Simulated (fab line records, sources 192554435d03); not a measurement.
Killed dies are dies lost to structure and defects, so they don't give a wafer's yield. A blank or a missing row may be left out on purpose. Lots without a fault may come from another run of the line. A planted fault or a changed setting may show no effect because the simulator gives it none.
Split-lot experiment | flow n5_finfet | 7 lots, 39 wafers read, on a route of 1938 steps

THE SPLIT
At N5_HKMG_FIN_ETCH_86 (etches SOC in N2/H2, stops on TiN, target depth 393.2 nm), the setting target_depth_a was moved away from the recipe's 3932 angstrom on 12 of the 39 wafers read, by +28.6% to +56.2%. The other wafers ran this setting at the recipe's value.

The reading is taken at the split's own step.

THE READING
SOC_of_HKMG_FIN_COAT_85.thk_nm (the simulator's own value, which no gauge read), in nm, at N5_HKMG_FIN_ETCH_86 (etches SOC in N2/H2, stops on TiN, target depth 393.2 nm). The file gives no usual value for it. The 27 wafers here that ran the recipe average 17.0 nm, standard deviation 1.9 nm.

wafer  | tool, chamber at the split | target_depth_a as run, angstrom | against the recipe | SOC_of_HKMG_FIN_COAT_85.thk_nm, nm | against lot-mates on the recipe
L077.1 | rie_diel-05, 3             | 3932                            | recipe             | 14.2                               | -
L077.2 | rie_diel-05, 1             | 3932                            | recipe             | 18.8                               | -
L077.6 | rie_diel-05, 1             | 3932                            | recipe             | 18.8                               | -
L077.3 | rie_diel-05, 2             | 3932                            | recipe             | 17.2                               | -
L077.5 | rie_diel-05, 2             | 3932                            | recipe             | 17.2                               | -
L077.4 | rie_diel-05, 0             | 3932                            | recipe             | 15.2                               | -
L079.1 | rie_diel-05, 2,1,1         | 6141                            | +56.2%             | 8.6                                | -7.2
L079.3 | rie_diel-05, 2,1,1         | 6141                            | +56.2%             | 8.6                                | -7.2
L079.5 | rie_diel-05, 2,1,1         | 6141                            | +56.2%             | 8.6                                | -7.2
L079.2 | rie_diel-05, 0             | 3932                            | recipe             | 15.4                               | -
L079.4 | rie_diel-05, 3             | 3932                            | recipe             | 14.4                               | -
L079.6 | rie_diel-05, 2             | 3932                            | recipe             | 17.6                               | -
L082.1 | rie_diel-04, 1             | 5056                            | +28.6%             | 8.6                                | -8.2
L082.2 | rie_diel-04, 0,2           | 5056                            | +28.6%             | 8.4                                | -8.4
L082.3 | rie_diel-04, 0,2           | 5056                            | +28.6%             | 8.4                                | -8.4
L082.4 | rie_diel-04, 3             | 3932                            | recipe             | 17.6                               | -
L082.5 | rie_diel-04, 2             | 3932                            | recipe             | 17.8                               | -
L082.6 | rie_diel-04, 1             | 3932                            | recipe             | 15                                 | -
L084.1 | rie_diel-05, 1             | 3932                            | recipe             | 19.4                               | -
L084.5 | rie_diel-05, 1             | 3932                            | recipe             | 19.4                               | -
L084.2 | rie_diel-05, 0,3,2         | 6104                            | +55.2%             | 8.6                                | -10.3
L084.3 | rie_diel-05, 0,3,2         | 6104                            | +55.2%             | 8.6                                | -10.3
L084.6 | rie_diel-05, 0,3,2         | 6104                            | +55.2%             | 8.6                                | -10.3
L084.4 | rie_diel-05, 2             | 3932                            | recipe             | 18                                 | -
L090.1 | rie_diel-04, 3,0,2         | 5519                            | +40.4%             | 8.6                                | -8.9
L090.2 | rie_diel-04, 3,0,2         | 5519                            | +40.4%             | 8.6                                | -8.9
L090.6 | rie_diel-04, 3,0,2         | 5519                            | +40.4%             | 8.6                                | -8.9
L090.3 | rie_diel-04, 1             | 3932                            | recipe             | 15.8                               | -
L090.4 | rie_diel-04, 2             | 3932                            | recipe             | 18.4                               | -
L090.5 | rie_diel-04, 3             | 3932                            | recipe             | 18.2                               | -
L095.1 | rie_diel-05, 2             | 3932                            | recipe             | 18.8                               | -
L095.5 | rie_diel-05, 2             | 3932                            | recipe             | 18.8                               | -
L095.2 | rie_diel-05, 3             | 3932                            | recipe             | 15.4                               | -
L095.6 | rie_diel-05, 3             | 3932                            | recipe             | 15.4                               | -
L095.3 | rie_diel-05, 1             | 3932                            | recipe             | 13.2                               | -
L095.4 | rie_diel-05, 0             | 3932                            | recipe             | 16.4                               | -
L097.2 | rie_diel-01, 2             | 3932                            | recipe             | 21.2                               | -
L097.4 | rie_diel-01, 1             | 3932                            | recipe             | 14.2                               | -
L097.6 | rie_diel-01, 3             | 3932                            | recipe             | 17.2                               | -
Where a row lists several chambers, the file gives one row for several wafers and doesn't say which wafer went through which chamber.

THE FIT
A straight line over all 39 wafers: SOC_of_HKMG_FIN_COAT_85.thk_nm changes by -0.171 nm for each +1% of target_depth_a; r = -0.88; the points scatter about the line by 2 nm.
The same after taking each lot's own level away (the mean of its wafers on the recipe; 39 wafers): -0.177 nm for each +1%; r = -0.89; scatter 2 nm.
On that fit, the largest move of target_depth_a shifts the reading by 10 nm.
The lots' own levels span 15.80 to 18.93 nm, that is 1.6 times the standard deviation above.
So the lot-to-lot level changes the slope little: the two slopes agree.
Check: with one of the wafers moved furthest among these (+56.2%) left out of the fit, the line predicts -10.6 nm for it against its lot-mates. It came out at -7.2 nm against them.

OTHER SPLITS ON THESE WAFERS
These wafers also went through other splits before the reading. Each is held against what the fit with the lots' levels taken away leaves over:
other split on the same wafers          | wafers away from the commonest value | r with SOC_of_HKMG_FIN_COAT_85.thk_nm (lot level and that fit taken away)
N5_ZERO_LAYER_DEVELOP_10 develop_time_s | 18                                   | -0.10
N5_DUMMY_GATE_CVD_03 time_s             | 30                                   | -0.12
N5_SDB_HM_DEP_00 target_thk_a           | 15                                   | -0.05

THE FILE'S OWN FIT
SOC_of_HKMG_FIN_COAT_85.thk_nm changes by -0.182 nm for each +1% of target_depth_a, r = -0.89.
